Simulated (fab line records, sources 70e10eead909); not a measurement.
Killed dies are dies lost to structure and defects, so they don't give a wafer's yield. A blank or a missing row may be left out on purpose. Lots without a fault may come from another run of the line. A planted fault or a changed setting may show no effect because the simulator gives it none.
Chamber matching | flow nand_harc | NHARC_A_SLIT_ETCH_29 on rie_diel-13: 4 sister chambers
The step etches the open film in CF4/O2, target depth 100 nm, overetch 10 nm, time 55 s. 14 wafers are shown with their chamber, then 7 later ones without.

WAFERS WITH THEIR CHAMBER
wafer  | chamber | drypump_motor_current_A (A) | oes_product_au (a.u.) | rf_vpp_V (V)
L076.2 | 3       | 6.4                         | 1.017                 | 195.5
L076.3 | 1       | 5.2                         | 1.003                 | 196.8
L076.6 | 1       | 5.1                         | 1.007                 | 196.2
L077.2 | 3       | 6.4                         | 1.012                 | 196.9
L077.5 | 2       | 5.0                         | 0.997                 | 199.3
L077.6 | 3       | 6.3                         | 1.013                 | 195.8
L081.1 | 0       | 5.0                         | 1.017                 | 197.0
L081.3 | 1       | 5.2                         | 1.010                 | 196.3
L081.6 | 2       | 5.0                         | 0.998                 | 199.6
L085.2 | 3       | 6.3                         | 1.007                 | 197.0
L085.3 | 1       | 5.2                         | 0.999                 | 197.0
L085.4 | 2       | 5.0                         | 0.992                 | 196.9
L084.1 | 0       | 5.1                         | 1.014                 | 197.3
L084.2 | 3       | 6.3                         | 1.000                 | 195.2

SIGNATURES (means of the wafers above)
reading                 | chamber 0 | chamber 1 | chamber 2 | chamber 3 | scatter within a chamber
drypump_motor_current_A | 5.050     | 5.175     | 5.000     | 6.340     | 0.0495
oes_product_au          | 1.01550   | 1.00475   | 0.99567   | 1.00980   | 0.00515
rf_vpp_V                | 197.150   | 196.575   | 198.600   | 196.080   | 0.871
Rule: a wafer's distance from a chamber is the root of the sum, over the readings, of the square of ((its reading less the chamber's mean) divided by the reading's scatter). The wafer belongs to the nearest chamber; if the next one is less than 2 further off, it can't be placed. The scatter: the root of (the sum of the squares of (reading less its chamber's mean) over the shown wafers, divided by (wafers less chambers)).

WAFERS WITHOUT THEIR CHAMBER
wafer  | drypump_motor_current_A (A) | oes_product_au (a.u.) | rf_vpp_V (V)
L084.4 | 5.0                         | 1.010                 | 197.1
L090.2 | 5.1                         | 1.015                 | 195.5
L090.5 | 5.2                         | 1.012                 | 198.1
L090.6 | 5.0                         | 1.006                 | 197.3
L097.3 | 6.3                         | 0.993                 | 196.1
L097.4 | 5.2                         | 1.014                 | 197.9
L097.6 | 5.2                         | 1.007                 | 196.6

WHICH CHAMBER EACH WENT THROUGH
wafer  | from the rows above          | in truth
L084.4 | can't be placed: 0 or 2      | 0
L090.2 | can't be placed: 0 or 1      | 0
L090.5 | can't be placed: 1 or 0      | 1
L090.6 | can't be placed: 0 or 2 or 1 | 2
L097.3 | 3                            | 3
L097.4 | can't be placed: 1 or 0      | 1
L097.6 | 1                            | 1
Placed correctly: 2 of 7. Can't be placed from these rows: 5 (the true chamber is among the candidates in 5). Placed wrongly: 0.
